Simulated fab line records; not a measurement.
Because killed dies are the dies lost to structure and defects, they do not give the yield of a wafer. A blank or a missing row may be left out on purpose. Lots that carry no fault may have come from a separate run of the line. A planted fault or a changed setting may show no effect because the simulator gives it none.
Code-filled problem report in 8D (eight disciplines) form | flow n5 finfet | the parts of the form that need people (team, actions taken, sign-off) are left out

== 1. WHAT IS WRONG ==
N5_BEOL_M10_OCD_MEAS_38, trench depth nm: mean 173 nm over 1 wafer from 1 lot; wafers with no fault: 149 nm, standard deviation 3.6. Measured from the usual mean, that is +6.7 standard deviations.
Earliest sighting: wafer L871.6 on ocd-01 at day 12 15:09. Wafers with a number at this step in the record: 23, from 9 lots. Rule for "out" (also "out of limits"): further than 4 standard deviations from the usual mean. Any other wafer with a number is counted as sound.

== 2. WHAT IT IS, AND WHAT IT ISN'T ==
question                    | is                     | is not
which readings at this step | trench depth nm        | -
which lots                  | L871                   | L860, L862, L870, L873, L876, L879, L880, L883
which wafers of those lots  | all that have a number | -
read on which gauges        | ocd-01                 | ocd-02
when                        | from day 12 15:09      | up to then (5 sound wafers); but 17 sound wafers of L870, L873, L876, L879, L880, L883 came after

== 3. WHAT RULES OUT EACH SUSPECT ==
Counting: a tool at a process step up to the reading stays a suspect if it ran every lot that is out and no sound lot after the first of them.
- the gauge at N5_BEOL_M10_OCD_MEAS_38 is ruled out. All the wafers that are out were read on ocd-01, but those of them that N5_BEOL_M10_TRENCH_ETCH_37 has rows for are out there too, on other tools.
- rie diel-05 at N5_BEOL_M10_ETCH_62 (etches SOC in N2/H2, target depth 110 nm, overetch 22 nm, time 165 s): ruled out as a lasting fault. Following L871 (day 12 11:08), the first lot on it that is out, the sound lots L876, L879 were run on it.
- rie diel-04 at N5_BEOL_M10_STRIP_19 (strips in O2): ruled out as a lasting fault. Following L871 (day 12 11:31), the first lot on it that is out, the sound lots L870, L873, L883 were run on it.
- rie diel-06 at N5_BEOL_M10_ETCH_65 (etches SiARC in CF4, target depth 39 nm, time 65 s): kept. It ran the lot that is out, L871 (day 12 14:43), and no sound lot after that; its last sound lot up to then is L862 (day 10 07:13).
- rie diel-06 at N5_BEOL_M10_TRENCH_ETCH_37 (etches SiCOH lowk in C4F6/O2, target depth 148.83 nm, time 48 s): kept. It ran the lot that is out, L871 (day 12 14:59), and no sound lot after that; its last sound lot up to then is L862 (day 10 07:30). On those wafers its own readings are out: rf fwd power W.
Left after counting: rie diel-06 at N5_BEOL_M10_ETCH_65, rie diel-06 at N5_BEOL_M10_TRENCH_ETCH_37.

== 4. THE CAUSE (what the simulator had put in) ==
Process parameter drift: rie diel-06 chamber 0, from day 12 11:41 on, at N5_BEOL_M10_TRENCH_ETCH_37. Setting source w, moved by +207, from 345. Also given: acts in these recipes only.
After counting, 2 suspects remain, this tool included.

== 5. THE EFFECT CHAIN, in route order ==
Each row: a reading where the mean over the struck wafers with a number is more than 3 standard deviations away from the usual. Only readings whose record carries a usual standard deviation are examined. hours: median over the lots of the time between each lot's start at the first step of this table that gives one and its start at this step. sigmas: the change, counted in usual standard deviations.
hours | step                       | reading         | usual        | on struck wafers | change | sigmas
0     | N5_BEOL_M10_TRENCH_ETCH_37 | oes_f_703_au    | 0.81 a.u.    | 1.19             | +0.38  | +4.0
0     | N5_BEOL_M10_TRENCH_ETCH_37 | rf fwd power W  | 341.1 W      | 550.1            | +209.0 | +99 or more
0     | N5_BEOL_M10_TRENCH_ETCH_37 | rf vpp V        | 671 V        | 565              | -106   | -3.8
0     | N5_BEOL_M10_OCD_MEAS_38    | trench depth nm | 149 nm       | 173              | +24    | +6.7
3     | N5_BEOL_M10_THK_MEAS_53    | M10_THK         | 141 nm       | 165              | +24    | +6.0
3     | N5_BEOL_M10_RS_MEAS_57     | M10_RS          | 0.151 ohm/sq | 0.127            | -0.024 | -5.1
It contains these process steps:
- N5_BEOL_M10_TRENCH_ETCH_37: etches SiCOH lowk in C4F6/O2, target depth 148.83 nm, time 48 s.

== 6. HOW IT WOULD HAVE BEEN CAUGHT EARLIER ==
In this record the first reading out of limits at a measuring or inspecting step was taken at day 12 15:09, 3 hours after the fault began at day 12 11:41.
At N5_BEOL_M10_TRENCH_ETCH_37, the tool's own readings (rf fwd power W) were out on each struck wafer the step has a row for, so an alarm limit on them would have fired on the first such wafer.
All the lots that are out (1) had begun N5_BEOL_M10_TRENCH_ETCH_37 on rie diel-06 by day 12 15:09. None of them would have been spared by holding the tool at that moment.
